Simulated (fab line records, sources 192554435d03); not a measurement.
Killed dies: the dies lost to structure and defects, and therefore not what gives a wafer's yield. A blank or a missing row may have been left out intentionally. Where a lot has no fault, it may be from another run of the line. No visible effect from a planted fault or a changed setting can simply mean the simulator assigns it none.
Which tool did it?    flow n5Finfet    9 lots with 27 wafers sampled at 5 steps, on a route of 1938 steps

== WHAT THE GAUGES SHOWED, per wafer ==
N5_BEOL_M4_RC_MEAS_101. Usual: DIBL_N 35.8 mV/V, standard deviation 1.7; DIBL_P 35.3 mV/V, standard deviation 2; IOFF_N 0.150 nA/um, standard deviation 0.026; IOFF_P 0.194 nA/um, standard deviation 0.029; ION_N 667 uA/um, standard deviation 11; ION_P 456 uA/um, standard deviation 7.1; SS_N 71.4 mV/dec, standard deviation 0.65; SS_P 73.1 mV/dec, standard deviation 0.64; VT_N 251 mV, standard deviation 3; VT_P -252 mV, standard deviation 3.2.
lot   measured      on         DIBL_N (mV/V)   DIBL_P (mV/V)   IOFF_N (nA/um)     IOFF_P (nA/um)     ION_N (uA/um)  ION_P (uA/um)  SS_N (mV/dec)   SS_P (mV/dec)   VT_N (mV)    VT_P (mV)       flag
L577  day 9 17:53   prober-01  36.5 32.5 35.6  36.8 32.0 36.5  0.156 0.103 0.150  0.193 0.136 0.190  678 649 675    461 447 466    72.2 70.9 71.2  73.0 71.8 74.1  253 258 250  -252 -258 -254  
L583  day 11 20:26  prober-02  34.8 35.6 34.6  34.4 35.2 33.4  0.118 0.126 0.110  0.165 0.167 0.152  659 649 638    450 448 445    70.4 71.1 70.9  72.9 72.2 72.4  254 254 257  -255 -256 -259  
L585  day 12 09:15  prober-01  36.8 36.0 36.3  35.8 34.6 36.0  0.160 0.148 0.154  0.220 0.216 0.232  670 672 666    466 463 463    71.6 71.1 71.7  73.3 73.3 73.3  251 250 250  -246 -245 -246  
L588  day 12 22:44  prober-02  37.4 32.9 36.3  38.0 32.1 35.2  0.163 0.104 0.139  0.246 0.162 0.201  681 668 664    466 461 467    70.8 70.4 70.6  73.6 72.0 72.2  250 254 253  -247 -252 -251  
L590  day 12 22:57  prober-01  35.4 36.5 36.5  34.1 35.8 34.9  0.146 0.153 0.155  0.177 0.193 0.184  670 656 661    454 447 453    71.3 72.2 71.7  72.7 72.5 73.5  251 251 251  -253 -252 -252  
L595  day 14 15:12  prober-02  36.4 35.6 38.0  34.8 34.5 37.2  0.156 0.137 0.190  0.168 0.160 0.194  648 665 679    436 450 455    72.4 71.5 72.3  73.4 73.4 74.3  254 251 248  -253 -254 -253  
L597  day 15 02:43  prober-01  33.6 33.7 33.3  33.6 32.3 32.0  0.139 0.123 0.122  0.173 0.147 0.149  664 652 652    454 452 445    70.7 70.9 70.9  72.6 71.9 72.5  250 254 251  -253 -257 -256  
L599  day 15 11:44  prober-02  37.6 36.5 36.8  35.2 35.3 36.0  0.177 0.159 0.167  0.217 0.212 0.225  680 669 679    463 461 464    71.3 70.4 71.2  73.9 72.7 73.7  248 250 250  -248 -250 -252  
L600  day 15 13:35  prober-02  36.4 32.1 38.1  37.8 30.6 38.0  0.167 0.103 0.195  0.192 0.114 0.186  676 649 674    457 443 452    71.4 70.6 72.7  73.8 71.6 73.5  247 255 247  -252 -260 -255  

N5_BEOL_M14_OVL_MEAS_11. Usual: V13_OVL gives 0 nm (standard deviation 4.7).
lot   measured      on          V13_OVL (nm)  flag
L577  day 12 21:16  overlay-02  -7 2 -3       
L583  day 14 23:04  overlay-01  -3 -8 -6      
L585  day 15 15:14  overlay-02  2 -3 5        
L588  day 16 12:05  overlay-02  0 2 1         
L590  day 16 04:59  overlay-01  6 2 6         
L595  day 18 02:58  overlay-01  3 -1 7        
L597  day 19 00:20  overlay-01  1 6 4         
L599  day 19 01:49  overlay-01  -1 0 5        
L600  day 19 05:48  overlay-02  -3 4 3        

N5_BEOL_M14_OCD_MEAS_35. Usual: 548 nm for trenchDepthNm, sd 8.4.
lot   measured      on      trenchDepthNm (nm)  flag
L577  day 12 22:47  ocd-02  544 541 538         
L583  day 15 00:56  ocd-02  549 540 540         
L585  day 15 16:54  ocd-01  548 546 544         
L588  day 16 13:37  ocd-01  - - -               OFF
L590  day 16 06:50  ocd-02  - - -               OFF
L595  day 18 04:43  ocd-01  545 556 539         
L597  day 19 01:59  ocd-01  552 547 549         
L599  day 19 03:34  ocd-01  551 548 557         
L600  day 19 07:28  ocd-02  551 543 546         

== WHAT TOOL EACH LOT RAN ON (gives the tool, then ch and the chambers of the sampled wafers, and finally the start) ==
lot   N5_BEOL_M13_ANNEAL_48            N5_BEOL_M14_ETCH_67
L577  rtpAnneal-02 ch 0, day 12 19:58  rieDiel-01 ch 0,2, day 12 22:13
L583  rtpAnneal-01 ch 0, day 14 21:33  rieDiel-04 ch 0,1,3, day 15 00:22
L585  rtpAnneal-02 ch 0, day 15 13:56  rieDiel-03 ch 1,3, day 15 16:19
L588  rtpAnneal-01 ch 0, day 16 10:49  rieDiel-03 ch 0,1,2, day 16 13:02
L590  rtpAnneal-01 ch 0, day 16 03:26  rieDiel-03 ch 0,1,2, day 16 06:16
L595  rtpAnneal-01 ch 0, day 18 01:34  rieDiel-04 ch 1,2,3, day 18 04:08
L597  rtpAnneal-02 ch 0, day 18 22:55  rieDiel-03 ch 1,3, day 19 01:25
L599  rtpAnneal-01 ch 0, day 19 00:32  rieDiel-03 ch 2,3, day 19 02:59
L600  rtpAnneal-02 ch 0, day 19 04:24  rieDiel-03 ch 0,2, day 19 06:53
- N5_BEOL_M13_ANNEAL_48: time 90 s.
- N5_BEOL_M14_ETCH_67: etches SiARC in CF4, target depth 143 nm, time 238.3 s.

== AS READ BY THE TOOLS THEMSELVES (means over the sampled wafers that have a number; for cases with no such wafer, the mark the record gives instead) ==
N5_BEOL_M13_ANNEAL_48. Usual: annealTempCMax 225.78, standard deviation 0.27; wafer_temp_C_max 226.00, standard deviation 0.26.
lot   tool          annealTempCMax  wafer_temp_C_max  flag
L577  rtpAnneal-02  226.13          225.77            
L583  rtpAnneal-01  225.41          226.12            
L585  rtpAnneal-02  226.05          225.84            
L588  rtpAnneal-01  225.63          226.28            
L590  rtpAnneal-01  225.45          225.89            
L595  rtpAnneal-01  225.66          225.93            
L597  rtpAnneal-02  226.02          225.76            
L599  rtpAnneal-01  225.46          226.07            
L600  rtpAnneal-02  225.58          225.98            

N5_BEOL_M14_ETCH_67. Usual: biasW 36.00 W, standard deviation 0.085; cf4FlowSccm 100.0 sccm, standard deviation 0.31; drypumpMotorCurrentA 5.8 A, standard deviation 0.5; etchRfOnTimeS 242 s, standard deviation 3.9; oesProductAu 0.69 a.u., standard deviation 0.072; rfVppV 184.2 V, standard deviation 1.4; showerheadPlenumPTorr 2.15 Torr, standard deviation 0.083; throttleValvePct 15.5 %, standard deviation 0.33.
lot   tool        biasW (W)  cf4FlowSccm (sccm)  drypumpMotorCurrentA (A)  etchRfOnTimeS (s)  oesProductAu (a.u.)  rfVppV (V)  showerheadPlenumPTorr (Torr)  throttleValvePct (%)  flag
L577  rieDiel-01  36.08      100.0               6.5                       245                0.60                 184.0       2.16                          16.0                  
L583  rieDiel-04  35.96      99.8                5.9                       245                0.68                 185.3       2.18                          15.5                  
L585  rieDiel-03  35.83      99.8                5.6                       244                0.75                 184.2       2.17                          15.2                  
L588  rieDiel-03  -          -                   -                         -                  -                    -           -                             -                     OFF
L590  rieDiel-03  -          -                   -                         -                  -                    -           -                             -                     OFF
L595  rieDiel-04  36.02      99.8                5.7                       243                0.72                 185.8       2.23                          15.4                  
L597  rieDiel-03  36.00      99.9                5.6                       241                0.71                 184.5       2.17                          15.3                  
L599  rieDiel-03  36.05      100.3               6.1                       242                0.69                 183.0       2.13                          15.4                  
L600  rieDiel-03  35.99      100.2               5.4                       243                0.63                 184.7       2.11                          15.4                  

== THE ANSWER, worked out from the rows above alone ==
Rule: a lot counts as off when the mean over its wafers that have a number is more than 3 standard deviations away from the usual mean. Also off: a lot with no number at a reading for which 4 or more lots have one. Where the step has rows for the other lots, those lots are counted as sound. After the gauges, taken in route order, come the tools' own readings; for these a lot's mean is taken, as printed above. The first step at which some lot is off is used, and at that step the reading that is off furthest; a lot without a number counts as furthest.
Off: L588, L590, at N5_BEOL_M14_OCD_MEAS_35 (trenchDepthNm). Without a number there: L588, L590.
A tool fits if, at a process step before that reading, it ran every lot that is off, and no sound lot after the first of them. The gauges at N5_BEOL_M14_OCD_MEAS_35 aren't tried: what is off there is off at N5_BEOL_M14_ETCH_67 too, on other tools, and a gauge's error can't cause that. Not one of the candidates tried fits.

== WHAT THE SIMULATOR HAD PUT IN ==
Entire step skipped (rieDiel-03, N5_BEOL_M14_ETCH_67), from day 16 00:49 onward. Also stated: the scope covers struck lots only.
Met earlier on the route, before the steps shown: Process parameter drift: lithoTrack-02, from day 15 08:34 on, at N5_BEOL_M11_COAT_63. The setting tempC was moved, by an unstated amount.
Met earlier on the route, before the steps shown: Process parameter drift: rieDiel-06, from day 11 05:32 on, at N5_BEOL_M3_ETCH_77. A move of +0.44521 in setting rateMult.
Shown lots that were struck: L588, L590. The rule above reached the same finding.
